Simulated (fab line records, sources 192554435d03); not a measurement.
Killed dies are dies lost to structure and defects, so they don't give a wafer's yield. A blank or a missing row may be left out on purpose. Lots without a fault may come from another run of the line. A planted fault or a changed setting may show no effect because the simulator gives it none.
fab line records | flow n5_finfet
record lots=5 wafers=15 last_day=16
route steps=1938 shown BEOL_M14@1720 PASSIVATION@1936
lots that met no fault: from a run of the same line without faults
start_h: hours from the record's first day to the start of the lot's first wafer shown | wait_h: hours since the lot's step before | " the same as in the row above | L1.1+2: a row that stands for several wafers | - no value, or no start given | * or withheld: withheld | < > ~ a bound
route shown NAME@n: a module of which the file shows steps, and the number in the route of the first | usual: mean/standard deviation of fault-free wafers | same: alike in all rows | chamber/n: place in a boat | sites: the reading at each site | _std_site: their standard deviation | _edge_site: outer sites' mean less inner sites' | radius_mm: how far each site lies from the wafer's centre | mask NAME#n: copy n | behind: the tool/chamber that last shaped the wafer | hold: why the lot was held/for how many hours/how that ended | device: the transistor (n, p or np) that didn't switch | end of line: the same wafers' tests at the end of the route | a step without rows: its recipe alone | killed: dies lost to structure and defects at the first sort, not the wafer's yield | map: a wafer's dies, x killed, . not, _ none there
set.NAME: the setting as run; set.NAME@STEP: as run at that earlier step | model.NAME: the simulator's own value behind a step, which no gauge read
lots at some steps of the route; a table a step, a row a wafer
services: from which hour (start_h, from the record's first day; less than 0 if before it) a tool's chamber was out of use, for how many hours, and why
## steps
# step N5_BEOL_M14_EBR_06
# recipe solvent=PGMEA ebr_width_mm=1.5
# step N5_BEOL_M14_SOFTBAKE_05
# recipe temp_c=130 time_s=60
# step N5_BEOL_M14_EXPOSE_07
# recipe mask_id=V13 na=0.8 source_shape=annular sigma_inner=0.5 sigma_outer=0.8 polarization=unpolarized attpsm_phase_deg=180 dose_mj=57
# step N5_BEOL_M14_PEB_08
# recipe peb_temp_c=130 peb_time_s=90
# step N5_BEOL_M14_DEVELOP_09
# recipe develop_time_s=45 rinse_liquid=diw dry=air_spin dev_temp_c=21
# step N5_BEOL_M14_HARDBAKE_14
# recipe temp_c=130 time_s=120
# step N5_BEOL_M14_CD_MEAS_10
# recipe target_cd_nm=250 landing_energy_ev=500 detector=se_inlens polarity=opening
# usual cd_nm=251/3.5
# same landing_energy_ev=500
# columns lot.wafer tool chamber start_h wait_h cd_nm
L830.1 cd_sem-03 0 250.31 - 258
L830.4 " 0 " " 253
L830.5 " 0 " " 252
L833.1 cd_sem-03 0 263.96 - 253
L833.2 " 0 " " 253
L833.6 " 0 " " 257
L843.1 cd_sem-01 0 332.35 - 254
L843.3 " 0 " " 248
L843.4 " 0 " " 252
L845.2 cd_sem-03 0 347.70 - 256
L845.4 " 0 " " 258
L845.6 " 0 " " 255
L848.1 cd_sem-03 0 355.78 - 253
L848.3 " 0 " " 251
L848.5 " 0 " " 252
# step N5_BEOL_M14_OVL_MEAS_11
# recipe points_per_wafer=44
# usual V13_OVL=-2/4.8
# columns lot.wafer tool chamber start_h wait_h V13_OVL[nm]
L830.1 overlay-02 0 250.34 0.0 1
L830.4 " 0 " " -5
L830.5 " 0 " " -1
L833.1 overlay-02 0 263.99 0.0 -1
L833.2 " 0 " " 1
L833.6 " 0 " " 2
L843.1 overlay-01 0 332.38 0.0 -4
L843.3 " 0 " " -3
L843.4 " 0 " " 4
L845.2 overlay-01 0 347.73 0.0 -9
L845.4 " 0 " " -3
L845.6 " 0 " " 0
L848.1 overlay-01 0 355.81 0.0 -2
L848.3 " 0 " " 7
L848.5 " 0 " " 2
# step N5_BEOL_M14_INSPECT_12
# recipe mode=adi inspect_instrument=macro
# usual raw_defect_count=2.1/1.5
# columns lot.wafer tool chamber start_h wait_h raw_defect_count
L830.1 defect_inspect-02 - 250.36 0.0 1
L830.4 " - " " 1
L830.5 " - " " 1
L833.1 defect_inspect-02 - 264.01 0.0 1
L833.2 " - " " 1
L833.6 " - " " 2
L843.1 defect_inspect-01 - 332.40 0.0 0
L843.3 " - " " 5
L843.4 " - " " 4
L845.2 defect_inspect-01 - 347.76 0.0 2
L845.4 " - " " 2
L845.6 " - " " 2
L848.1 defect_inspect-02 - 355.83 0.0 2
L848.3 " - " " 1
L848.5 " - " " 3
# step N5_BEOL_M14_DESCUM_15
# recipe chemistry=O2 time_s=7.9 source_power_w=50 bias_power_w=20 pressure_mtorr=20 rf_frequency_hz=2.712e+07 temp_c=40 o2_flow_sccm=225
# usual drypump_motor_current_A=5.58/0.29 oes_product_au=0.79/0.076 rf_vpp_V=242.8/1.4 showerhead_plenum_p_Torr=2.06/0.068 throttle_valve_pct=20.39/0.25
# columns lot.wafer tool chamber start_h wait_h drypump_motor_current_A oes_product_au rf_hours_counter_h rf_vpp_V showerhead_plenum_p_Torr throttle_valve_pct
L830.1 rie_diel-03 0 250.40 0.0 5.10 0.96 5 244.2 2.15 19.97
L830.4 " 2 " " 5.71 0.86 72 243.7 2.11 20.19
L830.5 " 0 " " 5.08 0.95 - 243.6 2.15 19.97
L833.1 rie_diel-02 1 264.05 0.0 5.20 0.73 160 242.4 2.00 20.94
L833.2 " 0 " " 5.68 0.68 242 240.3 1.95 20.51
L833.6 " 3 " " 5.75 0.88 - 241.7 2.05 20.40
L843.1 rie_diel-03 2 332.44 0.0 5.73 0.83 97 243.0 2.10 20.26
L843.3 " 0 " " 5.10 0.88 33 244.4 2.14 20.00
L843.4 " 1 " " 5.21 0.74 171 240.9 2.03 20.60
L845.2 rie_diel-06 2 347.79 0.0 5.52 0.79 132 244.8 2.09 20.41
L845.4 " 1 " " 5.41 0.80 97 243.0 2.11 20.40
L845.6 " 1 " " 5.42 0.80 - 244.0 2.11 20.42
L848.1 rie_diel-02 0 355.94 0.1 5.68 0.95 12 245.9 2.20 19.97
L848.3 " 1 " " 5.22 0.71 195 242.1 1.99 21.01
L848.5 " 1 " " 5.23 0.69 - 241.0 1.99 20.99
# step N5_BEOL_M14_ETCH_59
# recipe chemistry=N2/H2 target=BARC target_depth_a=890 overetch_a=267 time_s=67.9 ion_energy_ev=200 pressure_mtorr=30 source_w=840 bias_w=150 n2_flow_sccm=200 h2_flow_sccm=200
# usual drypump_motor_current_A=5.59/0.3 oes_product_au=0.68/0.06 rf_vpp_V=523.0/2.4 showerhead_plenum_p_Torr=2.51/0.084 throttle_valve_pct=17.9/0.33
# columns lot.wafer tool chamber start_h wait_h drypump_motor_current_A oes_product_au rf_hours_counter_h rf_vpp_V showerhead_plenum_p_Torr throttle_valve_pct
L830.1 rie_diel-03 0 250.43 0.0 5.10 0.80 5 526.5 2.61 17.4
L830.4 " 2 " " 5.72 0.73 72 526.5 2.55 17.5
L830.5 " 0 " " 5.09 0.80 - 523.2 2.61 17.4
L833.1 rie_diel-02 1 264.08 0.0 5.21 0.63 160 521.4 2.44 18.4
L833.2 " 0 " " 5.69 0.60 242 520.6 2.44 18.5
L833.6 " 3 " " 5.76 0.75 - 522.4 2.51 18.1
L843.1 rie_diel-03 2 332.47 0.0 5.72 0.71 97 523.6 2.54 17.6
L843.3 " 0 " " 5.10 0.74 33 524.9 2.60 17.4
L843.4 " 1 " " 5.23 0.65 171 519.1 2.40 17.7
L845.2 rie_diel-06 2 347.82 0.0 5.55 0.68 132 523.9 2.57 18.2
L845.4 " 1 " " 5.43 0.69 97 525.1 2.57 17.8
L845.6 " 1 " " 5.41 0.69 - 523.2 2.57 17.8
L848.1 rie_diel-02 0 355.97 0.0 5.70 0.78 12 527.8 2.75 17.9
L848.3 " 1 " " 5.23 0.60 195 519.9 2.43 18.4
L848.5 " 1 " " 5.22 0.60 - 521.6 2.43 18.4
# step N5_BEOL_M14_VIA_ETCH_16
# recipe chemistry=C4F8/O2/Ar target=SiO2 he_inner_torr=15 he_outer_torr=30 target_depth_a=12313 time_s=withheld ion_energy_ev=800 pressure_mtorr=20 source_w=1905 bias_w=2040 Ar_flow_sccm=400 C4F8_flow_sccm=16 O2_flow_sccm=12 ends=cleared
# usual drypump_motor_current_A=5.58/0.29 oes_product_au=0.72/0.069 rf_vpp_V=2217/56 showerhead_plenum_p_Torr=3.39/0.11 throttle_valve_pct=30.8/0.38
# columns lot.wafer tool chamber start_h wait_h drypump_motor_current_A oes_product_au rf_vpp_V showerhead_plenum_p_Torr throttle_valve_pct
L830.1 rie_diel-03 0 250.48 0.0 5.08 0.86 2251 3.53 30.4
L830.4 " 2 " " 5.70 0.76 2296 3.48 30.8
L830.5 " 0 " " 5.11 0.86 2250 3.53 30.4
L833.1 rie_diel-02 1 264.13 0.0 5.23 0.66 2290 3.34 31.8
L833.2 " 0 " " 5.71 0.62 2104 3.24 30.9
L833.6 " 3 " " 5.75 0.80 2259 3.36 31.0
L843.1 rie_diel-03 2 332.52 0.0 5.70 0.74 2294 3.47 30.8
L843.3 " 0 " " 5.08 0.78 2249 3.51 30.4
L843.4 " 1 " " 5.25 0.67 2262 3.27 30.5
L845.2 rie_diel-06 2 347.88 0.0 5.57 0.72 2173 3.45 31.1
L845.4 " 1 " " 5.41 0.73 2215 3.47 30.9
L845.6 " 1 " " 5.41 0.73 2214 3.47 30.9
L848.1 rie_diel-02 0 356.02 0.0 5.70 0.85 2138 3.63 30.4
L848.3 " 1 " " 5.22 0.63 2290 3.32 31.9
L848.5 " 1 " " 5.24 0.64 2289 3.32 31.9
# step N5_BEOL_M14_STRIP_63
# recipe chemistry=O2 power_w=600 temp_c=60 pressure_mtorr=30 rf_frequency_hz=6e+07 bias_power_w=0 overash_fraction=0.3 o2_flow_sccm=225
# usual drypump_motor_current_A=5.58/0.29 oes_product_au=0.79/0.076 rf_vpp_V=3.7/0.8 showerhead_plenum_p_Torr=2.06/0.068 throttle_valve_pct=16.63/0.24
# columns lot.wafer tool chamber start_h wait_h drypump_motor_current_A oes_product_au rf_hours_counter_h rf_vpp_V showerhead_plenum_p_Torr throttle_valve_pct
L830.1 rie_diel-03 0 250 - 5.09 0.95 5 5.1 2.15 16.20
L830.4 " 2 " " 5.69 0.85 72 3.4 2.11 16.41
L830.5 " 0 " " 5.09 0.95 - 2.5 2.15 16.23
L833.1 rie_diel-02 1 264 - 5.19 0.72 160 3.5 2.00 17.16
L833.2 " 0 " " 5.67 0.67 242 4.3 1.95 16.84
L833.6 " 3 " " 5.77 0.87 - 4.7 2.05 16.60
L843.1 rie_diel-03 2 332 - 5.70 0.83 97 3.3 2.10 16.50
L843.3 " 0 " " 5.07 0.86 33 3.9 2.14 16.26
L843.4 " 1 " " 5.21 0.75 171 2.4 2.03 16.81
L845.2 rie_diel-06 2 348 - 5.54 0.79 132 4.5 2.09 16.63
L845.4 " 1 " " 5.41 0.80 97 4.4 2.11 16.67
L845.6 " 1 " " 5.40 0.80 - 4.2 2.12 16.63
L848.1 rie_diel-02 0 356 - 5.69 0.94 12 2.6 2.21 16.29
L848.3 " 1 " " 5.21 0.70 195 4.0 1.99 17.24
L848.5 " 1 " " 5.25 0.69 - 4.6 1.99 17.19
# step N5_BEOL_M14_STRIP_64
# recipe chemistry=O2 power_w=600 temp_c=60 pressure_mtorr=30 rf_frequency_hz=6e+07 bias_power_w=0 overash_fraction=0.3 o2_flow_sccm=225
# usual drypump_motor_current_A=5.58/0.29 oes_product_au=0.79/0.075 rf_vpp_V=3.6/0.49 showerhead_plenum_p_Torr=2.06/0.068 throttle_valve_pct=16.63/0.23
# columns lot.wafer tool chamber start_h wait_h drypump_motor_current_A oes_product_au rf_hours_counter_h rf_vpp_V showerhead_plenum_p_Torr throttle_valve_pct
L830.1 rie_diel-03 0 - - 5.08 0.94 5 5.6 2.15 16.22
L830.4 " 2 " " 5.72 0.86 72 3.8 2.11 16.44
L830.5 " 0 " " 5.08 0.94 - 5.3 2.15 16.24
L833.1 rie_diel-02 1 - - 5.20 0.73 160 3.6 2.00 17.14
L833.2 " 0 " " 5.69 0.68 242 3.1 1.95 16.80
L833.6 " 3 " " 5.75 0.88 - 3.9 2.05 16.57
L843.1 rie_diel-03 2 - - 5.72 0.84 98 4.0 2.10 16.51
L843.3 " 0 " " 5.11 0.88 33 4.0 2.14 16.27
L843.4 " 1 " " 5.21 0.75 171 3.8 2.03 16.82
L845.2 rie_diel-06 2 - - 5.54 0.78 132 3.0 2.09 16.63
L845.4 " 1 " " 5.41 0.79 97 4.1 2.11 16.64
L845.6 " 1 " " 5.42 0.80 - 3.6 2.11 16.67
L848.1 rie_diel-02 0 - - 5.67 0.95 12 3.9 2.21 16.28
L848.3 " 1 " " 5.22 0.70 195 4.4 1.99 17.20
L848.5 " 1 " " 5.20 0.70 - 2.8 1.99 17.21
# step N5_BEOL_M14_STRIP_71
# recipe chemistry=post_etch_residue_remover time_s=60 temp_c=25 remover_ph=withheld remover_water_wt_pct=withheld remover_fluoride_wt_pct=withheld
# step N5_BEOL_M14_SRD_72
# recipe time_s=30 temp_c=23 rinse_liquid=diw dry=n2_spin spin_rpm=1500 dry_time_s=30
# step N5_BEOL_M14_CD_MEAS_17
# recipe target_cd_nm=250 polarity=opening
# usual cd_nm=252/3.6
# columns lot.wafer tool chamber start_h wait_h cd_nm
L830.1 cd_sem-01 - 250.83 0.0 260
L830.4 " - " " 254
L830.5 " - " " 254
L833.1 cd_sem-01 - 264.48 0.0 252
L833.2 " - " " 253
L833.6 " - " " 257
L843.1 cd_sem-02 - 332.87 0.0 253
L843.3 " - " " 248
L843.4 " - " " 251
L845.2 cd_sem-01 - 348.22 0.0 258
L845.4 " - " " 261
L845.6 " - " " 257
L848.1 cd_sem-03 - 356.37 0.0 255
L848.3 " - " " 251
L848.5 " - " " 252
# step N5_BEOL_M14_COAT_65
# recipe resist=SOC temp_c=250 time_s=60 spin_rpm=1500 resist_thk_nm=450
# step N5_BEOL_M14_COAT_66
# recipe resist=SiARC temp_c=220 time_s=60 spin_rpm=1500 resist_thk_nm=110
# step N5_BEOL_M14_COAT_22
# recipe spin_rpm=2888 resist_thk_nm=300
# step N5_BEOL_M14_EBR_24
# recipe solvent=PGMEA ebr_width_mm=1.5
# step N5_BEOL_M14_SOFTBAKE_23
# recipe temp_c=130 time_s=60
# step N5_BEOL_M14_EXPOSE_25
# recipe mask_id=M14 na=0.8 source_shape=annular sigma_inner=0.5 sigma_outer=0.8 polarization=unpolarized target_cd_nm=280 dose_mj=26.6
# step N5_BEOL_M14_PEB_26
# recipe peb_temp_c=130 peb_time_s=90
# step N5_BEOL_M14_DEVELOP_27
# recipe develop_time_s=45 rinse_liquid=diw dry=air_spin dev_temp_c=21
# step N5_BEOL_M14_HARDBAKE_32
# recipe temp_c=130 time_s=120
# step N5_BEOL_M14_CD_MEAS_28
# recipe target_cd_nm=284.4 landing_energy_ev=500 detector=se_inlens
# usual cd_nm=284.2/2.3
# same landing_energy_ev=500
# columns lot.wafer tool chamber start_h wait_h cd_nm
L830.1 cd_sem-01 0 251.16 - 287.1
L830.4 " 0 " " 284.3
L830.5 " 0 " " 287.7
L833.1 cd_sem-01 0 264.81 - 281.9
L833.2 " 0 " " 280.2
L833.6 " 0 " " 279.0
L843.1 cd_sem-02 0 333.32 - 283.3
L843.3 " 0 " " 281.2
L843.4 " 0 " " 286.0
L845.2 cd_sem-02 0 348.68 - 282.5
L845.4 " 0 " " 284.0
L845.6 " 0 " " 284.0
L848.1 cd_sem-01 0 356.82 - 285.3
L848.3 " 0 " " 283.5
L848.5 " 0 " " 285.1
# step N5_BEOL_M14_OVL_MEAS_29
# recipe points_per_wafer=44
# usual M14_OVL=1/5.2
# columns lot.wafer tool chamber start_h wait_h M14_OVL[nm]
L830.1 overlay-02 0 251.19 0.0 6
L830.4 " 0 " " 1
L830.5 " 0 " " 6
L833.1 overlay-01 0 264.84 0.0 -5
L833.2 " 0 " " 1
L833.6 " 0 " " -7
L843.1 overlay-01 0 333.35 0.0 2
L843.3 " 0 " " -3
L843.4 " 0 " " 7
L845.2 overlay-02 0 348.71 0.0 1
L845.4 " 0 " " -3
L845.6 " 0 " " -10
L848.1 overlay-01 0 356.85 0.0 0
L848.3 " 0 " " 1
L848.5 " 0 " " -1
# step N5_BEOL_M14_INSPECT_30
# recipe mode=adi inspect_instrument=macro
# usual raw_defect_count=2.2/1.6
# columns lot.wafer tool chamber start_h wait_h raw_defect_count
L830.1 defect_inspect-02 - 251.21 0.0 1
L830.4 " - " " 2
L830.5 " - " " 2
L833.1 defect_inspect-01 - 264.86 0.0 2
L833.2 " - " " 4
L833.6 " - " " 0
L843.1 defect_inspect-02 - 333.38 0.0 1
L843.3 " - " " 1
L843.4 " - " " 242
L845.2 defect_inspect-02 - 348.73 0.0 2
L845.4 " - " " 2
L845.6 " - " " 3
L848.1 defect_inspect-01 - 356.88 0.0 2
L848.3 " - " " 1
L848.5 " - " " 1
# step N5_BEOL_M14_DESCUM_33
# recipe chemistry=O2 time_s=7.9 source_power_w=50 bias_power_w=20 pressure_mtorr=20 rf_frequency_hz=2.712e+07 temp_c=40 o2_flow_sccm=225
# usual drypump_motor_current_A=5.57/0.3 oes_product_au=0.80/0.08 rf_vpp_V=242.8/1.4 showerhead_plenum_p_Torr=2.07/0.07 throttle_valve_pct=20.37/0.27
# columns lot.wafer tool chamber start_h wait_h drypump_motor_current_A oes_product_au rf_hours_counter_h rf_vpp_V showerhead_plenum_p_Torr throttle_valve_pct
L830.1 rie_diel-02 0 251.37 0.2 5.71 0.68 236 242.2 1.95 20.51
L830.4 " 1 " " 5.24 0.72 156 242.2 2.00 20.96
L830.5 " 0 " " 5.69 0.68 - 240.6 1.95 20.52
L833.1 rie_diel-03 0 265.40 0.5 5.07 0.92 11 243.7 2.15 19.97
L833.2 " 3 " " 5.93 0.72 200 241.3 2.03 20.16
L833.6 " 0 " " 5.08 0.92 - 242.5 2.15 19.98
L843.1 rie_diel-03 0 333.69 0.3 5.09 0.88 34 245.1 2.14 20.03
L843.3 " 3 " " 5.91 0.70 221 242.0 2.03 20.17
L843.4 " 1 " " 5.23 0.74 171 242.4 2.03 20.58
L845.2 rie_diel-03 0 349.23 0.5 5.10 0.87 39 243.7 2.14 20.04
L845.4 " 2 " " 5.74 0.83 102 245.4 2.10 20.25
L845.6 " 0 " " 5.10 0.87 - 245.4 2.14 20.02
L848.1 rie_diel-06 1 356.92 0.0 5.41 0.80 100 242.3 2.11 20.43
L848.3 " 3 " " 5.92 0.88 17 246.2 2.23 20.29
L848.5 " 3 " " 5.91 0.89 - 245.3 2.23 20.26
# step N5_PASSIVATION_PROBE_49
# usual defect_limited_yield=91.4/1.4 killed_at_M0_to_M3=34/8.9 killed_at_M4_up=13/4.6 killed_at_contacts=12/5.5 killed_at_front_end=41/11 killed_at_other=3.1/2.9 killed_dies=102/16 killed_open=66/11 killed_short=34/7.6 sort_bin_4_leakage=0.01/0.14 sort_bin_5_function=5.1/0.89 sort_bin_6_memory=3.2/0.61 sort_n_pass=1078/16 sort_yield_pct=91.3/1.4
# same gross_dies=1180 killed_at_back_side=0 sort_bin_8_speed[%]=0
# columns lot.wafer tool chamber start_h wait_h defect_limited_yield[%] killed_at_M0_to_M3 killed_at_M4_up killed_at_contacts killed_at_front_end killed_at_other killed_dies killed_open killed_short sort_bin_4_leakage[%] sort_bin_5_function[%] sort_bin_6_memory[%] sort_n_pass sort_yield_pct[%]
L830.1 prober-01 - 277.52 0.0 89.6 52 19 9 43 0 123 72 49 0.25 6.1 4.2 1054 89.3
L830.4 prober-01 - 277.67 0.2 92.5 33 19 5 26 6 89 58 30 0 5.0 2.4 1091 92.5
L830.5 prober-01 - 277.72 0.2 93.0 38 8 10 26 1 83 61 21 0 3.7 2.9 1097 93.0
L833.1 prober-02 - 290.34 0.0 92.7 39 12 9 26 0 86 51 35 0 4.1 3.0 1094 92.7
L833.2 prober-02 - 290.39 0.1 94.0 21 12 13 25 0 71 46 25 0 3.6 2.2 1109 94.0
L833.6 prober-02 - 290.59 0.3 94.0 26 4 11 29 1 71 53 18 0 3.6 2.4 1109 94.0
L843.1 prober-02 - 358.08 0.0 90.8 31 16 5 50 6 108 73 35 0 5.8 3.2 1072 90.8
L843.3 prober-02 - 358.18 0.1 89.5 24 15 13 53 19 124 80 44 0 6.1 4.3 1056 89.5
L843.4 prober-02 - 358.23 0.2 84.2 26 103 10 46 2 187 72 25 0 10.1 4.6 993 84.2
L845.2 prober-01 - 374.14 0.1 90.7 31 13 9 56 1 110 64 38 0 5.9 2.5 1070 90.7
L845.4 prober-01 - 374.24 0.2 91.3 31 10 8 50 4 103 71 29 0 5.4 2.9 1077 91.3
L845.6 prober-01 - 374.34 0.3 89.1 48 16 22 43 0 129 82 46 0 7.6 3.2 1051 89.1
L848.1 prober-01 - 380.91 0.0 94.2 19 11 7 30 1 68 49 19 0 3.7 1.9 1112 94.2
L848.3 prober-01 - 381.01 0.1 90.3 26 13 15 59 1 114 74 35 0 5.3 3.4 1066 90.3
L848.5 prober-01 - 381.11 0.2 92.2 21 10 10 46 5 92 59 31 0 4.2 3.0 1088 92.2
# killed by level:class
L830.1 BEOL_M0_SAQP:geometric_particle:open=12 BEOL_M3:geometric_particle:open=12 FIN_SAQP:geometric_particle:short=10 MOL_CONTACT_COAG:geometric_particle:open=9 BEOL_M0_SAQP:geometric_particle:short=9 FIN_SAQP:geometric_particle:open=7 GATE_CUT:geometric_particle:short=7 BEOL_M4:geometric_particle:open=6
L830.4 BEOL_M2:geometric_particle:open=11 BEOL_M4:geometric_particle:open=8 BEOL_M3:geometric_particle:open=6 GATE_CUT:geometric_particle:open=5 GATE_CUT:geometric_particle:short=5 BEOL_M0_SAQP:geometric_particle:short=5 FIN_SAQP:geometric_particle:open=4 FIN_SAQP:geometric_particle:short=4
L830.5 BEOL_M3:geometric_particle:open=19 FIN_SAQP:geometric_particle:open=10 MOL_CONTACT_COAG:geometric_particle:open=9 FIN_SAQP:geometric_particle:short=6 BEOL_M1:geometric_particle:open=5 BEOL_M0_SAQP:geometric_particle:open=3 BEOL_M2:geometric_particle:open=3 BEOL_M5:geometric_particle:open=3
L833.1 BEOL_M0_SAQP:geometric_particle:open=8 BEOL_M0_SAQP:geometric_particle:short=7 BEOL_M1:geometric_particle:open=7 GATE_CUT:geometric_particle:short=6 BEOL_M2:geometric_particle:open=6 BEOL_M3:geometric_particle:open=6 MOL_CONTACT_COAG:geometric_particle:open=5 MOL_CONTACT_COAG:geometric_particle:short=4
L833.2 MOL_CONTACT_COAG:geometric_particle:open=11 BEOL_M2:geometric_particle:open=7 FIN_SAQP:geometric_particle:short=4 BEOL_M0_SAQP:geometric_particle:short=4 BEOL_M1:geometric_particle:open=4 BEOL_M7:geometric_particle:open=4 STARTING-WAFER:geometric_particle:open=4 FIN_SAQP:geometric_particle:open=3
L833.6 BEOL_M2:geometric_particle:open=11 MOL_CONTACT_COAG:geometric_particle:open=9 STI_FIN_REVEAL:geometric_particle:open=8 BEOL_M1:geometric_particle:open=6 FIN_SAQP:geometric_particle:short=5 DUMMY_GATE:geometric_particle:open=5 BEOL_M0_SAQP:geometric_particle:open=4 STI_FIN_REVEAL:geometric_particle:short=3
L843.1 BEOL_M0_SAQP:geometric_particle:short=11 STI_FIN_REVEAL:geometric_particle:open=11 DUMMY_GATE:geometric_particle:open=11 BEOL_M0_SAQP:geometric_particle:open=11 FIN_SAQP:geometric_particle:short=7 STARTING-WAFER:geometric_particle:open=6 STI_FIN_REVEAL:geometric_particle:short=5 BEOL_M7:geometric_particle:open=5
L843.3 STI_FIN_REVEAL:geometric_particle:open=15 DUMMY_GATE:geometric_particle:open=7 MOL_CONTACT_COAG:geometric_particle:short=7 BEOL_M0_SAQP:geometric_particle:short=7 MOL_CONTACT_COAG:geometric_particle:open=6 BEOL_M3:geometric_particle:open=6 MIM_TOP_ETCH:geometric_particle:open=6 FIN_SAQP:geometric_particle:short=5
L843.4 BEOL_M14:unspecified=90 DUMMY_GATE:geometric_particle:open=15 BEOL_M0_SAQP:geometric_particle:open=10 STI_FIN_REVEAL:geometric_particle:open=8 MOL_CONTACT_COAG:geometric_particle:open=8 GATE_CUT:geometric_particle:short=7 BEOL_M0_SAQP:geometric_particle:short=6 BEOL_M3:geometric_particle:open=5
L845.2 FIN_SAQP:geometric_particle:open=20 FIN_SAQP:geometric_particle:short=9 BEOL_M3:geometric_particle:open=7 HKMG_FIN:area_etch=7 MOL_CONTACT_COAG:geometric_particle:open=6 BEOL_M0_SAQP:geometric_particle:open=6 GATE_CUT:geometric_particle:short=5 BEOL_M2:geometric_particle:short=5
L845.4 BEOL_M0_SAQP:geometric_particle:open=15 FIN_SAQP:geometric_particle:open=12 FIN_SAQP:geometric_particle:short=7 STI_FIN_REVEAL:geometric_particle:open=7 MOL_CONTACT_COAG:geometric_particle:open=7 BEOL_M0_SAQP:geometric_particle:short=7 DUMMY_GATE:geometric_particle:open=6 BEOL_M4:geometric_particle:open=5
L845.6 MOL_CONTACT_COAG:geometric_particle:open=17 BEOL_M0_SAQP:geometric_particle:open=16 FIN_SAQP:geometric_particle:short=11 FIN_SAQP:geometric_particle:open=11 BEOL_M1:geometric_particle:open=10 BEOL_M0_SAQP:geometric_particle:short=7 MOL_CONTACT_COAG:geometric_particle:short=5 BEOL_M3:geometric_particle:open=5
L848.1 DUMMY_GATE:geometric_particle:open=8 MOL_CONTACT_COAG:geometric_particle:open=7 GATE_CUT:geometric_particle:short=7 BEOL_M0_SAQP:geometric_particle:open=5 BEOL_M2:geometric_particle:open=5 GATE_CUT:geometric_particle:open=4 STI_FIN_REVEAL:geometric_particle:open=3 BEOL_M3:geometric_particle:open=3
L848.3 STI_FIN_REVEAL:geometric_particle:open=23 MOL_CONTACT_COAG:geometric_particle:open=10 DUMMY_GATE:geometric_particle:open=8 BEOL_M0_SAQP:geometric_particle:short=7 STI_FIN_REVEAL:geometric_particle:short=6 MOL_CONTACT_COAG:geometric_particle:short=5 BEOL_M0_SAQP:geometric_particle:open=5 HKMG_FIN:area_etch=5
L848.5 STI_FIN_REVEAL:geometric_particle:open=15 STI_FIN_REVEAL:geometric_particle:short=11 MOL_CONTACT_COAG:geometric_particle:open=8 BEOL_M0_SAQP:geometric_particle:open=8 BEOL_M0_SAQP:geometric_particle:short=5 DUMMY_GATE:geometric_particle:open=5 PASS1_DEP:geometric_particle:open=4 STARTING-WAFER:geometric_particle:open=4
# map L843.4 (x killed, . not)
_________________x....x......________________
______________.................._____________
___________.x......x...............__________
__________.......x............x....._________
________...x.x..........xx..x.x..x...._______
_______x......................x.......x______
______.....x.x.......x.....x......x....._____
_____..........x.x..x...............x....____
____...x.......x......x....xx.....x.......___
___..........xx....x....x.........x.x......__
___....x..............x...x....x..xxxxx....__
__..................xx..x.....x..xxxxxxxxxx._
__............................x..xxxxxx..x.._
_...........................x.x.xxxxxxxx.xx..
_x............x...x..x........xx.xxxxxxxxxxx.
_..........xx................x.xxxxxxxxxxx.xx
_..x.x......................x..xxxxxxxxx..xx.
_.................x................x.xx..x...
_......x......x..............x..xx.xxxx..x...
_...x..................x.x........x....xx..x.
_...........xx.......x.............x.xx....x.
__....x...........x........................._
__..................x......................._
___....x..x...x..........xx...............x__
___.........x....x.............x...........__
____...............x..x..........x........___
_____.......x............................____
______................x................._____
_______.x...x....x...........xx.....xxx______
________...........x.....x............_______
__________.................x........_________
___________....x....x..............__________
______________.................._____________
_________________.........x..________________
# map L830.1 (x killed, . not)
_________________.......x...x________________
______________.................._____________
___________.........x.x....x.x.....__________
__________......x..................._________
________......x..........x..x.x..x...x_______
_______............x.....xx............______
______..x.x.................x...x......._____
_____....x....x......x.......x...........____
____.....x.......x............x...........___
___...............x...............x........__
___..............x....................x....__
__.....x.x.....xx.......x................xx._
__..........xx............x................._
_...................x...x...x........x.......
_......................................x.....
_.........x................x...........x....x
_..x.........x..................x............
_..x.x...x..........x......x..............x..
_.....x....x......x...............x...x......
_.xx.....x.................x..x........x..x..
_........x...........x...x.x.x...........x...
__x.....................x..x...........x...._
__....x.........x...............x..xx......._
___....................xx...xx..x..........__
___.............x.........x..x....x....x.xx__
____...x.......x......x....xxx........x.x.___
_____.........x....x..x................x.____
______.x............x...............x.x._____
_______.......x.................x......______
________......x.........x..x......x..._______
__________....x...............x....._________
___________............x...........__________
______________.................._____________
_________________............________________
## services
# columns tool chamber start_h hours kind
rie_diel-03 2 228.06 8.4 repair
rie_diel-06 2 235.93 8.0 repair
rie_diel-02 0 246.25 4.4 repair
rie_diel-06 3 253.06 2.6 repair
rie_diel-02 2 277.61 - clean
rie_diel-02 2 277.61 - consumable_replace:focus_ring
rie_diel-02 2 277.61 20.2 scheduled_down
rie_diel-02 2 277.61 20.2 vent_cycle
rie_diel-06 3 286.58 - clean
rie_diel-06 3 286.58 - consumable_replace:focus_ring
rie_diel-06 3 286.58 - consumable_replace:showerhead
rie_diel-06 3 286.58 22.1 scheduled_down
rie_diel-06 3 286.58 22.1 vent_cycle
rie_diel-02 0 300.60 - clean
rie_diel-02 0 300.60 - consumable_replace:focus_ring
rie_diel-02 0 300.60 - consumable_replace:showerhead
rie_diel-02 0 300.60 20.6 scheduled_down
rie_diel-02 0 300.60 20.6 vent_cycle
rie_diel-03 - 308.90 0.2 repair
rie_diel-06 3 322.17 1.7 repair
rie_diel-03 2 339.80 2.8 repair
## key
first_sign step=N5_BEOL_M14_INSPECT_30 reading=raw_defect_count direction=up sigmas=99+ usual=2.2 struck=242
effect step=N5_PASSIVATION_PROBE_49 reading=killed_at_M4_up direction=up sigmas=20 usual=13 struck=103
more_kills_born_at N5_BEOL_M14_STRIP_63@rie_diel-03=90
met_at N5_BEOL_M14_STRIP_63
struck_wafers L843.4
fault kind=chamber_particle_source tool=rie_diel-03 chamber=1 onset_h=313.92 steps=N5_BEOL_M14_STRIP_63 rate_per_visit_cm2=0.38276 end_h=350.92
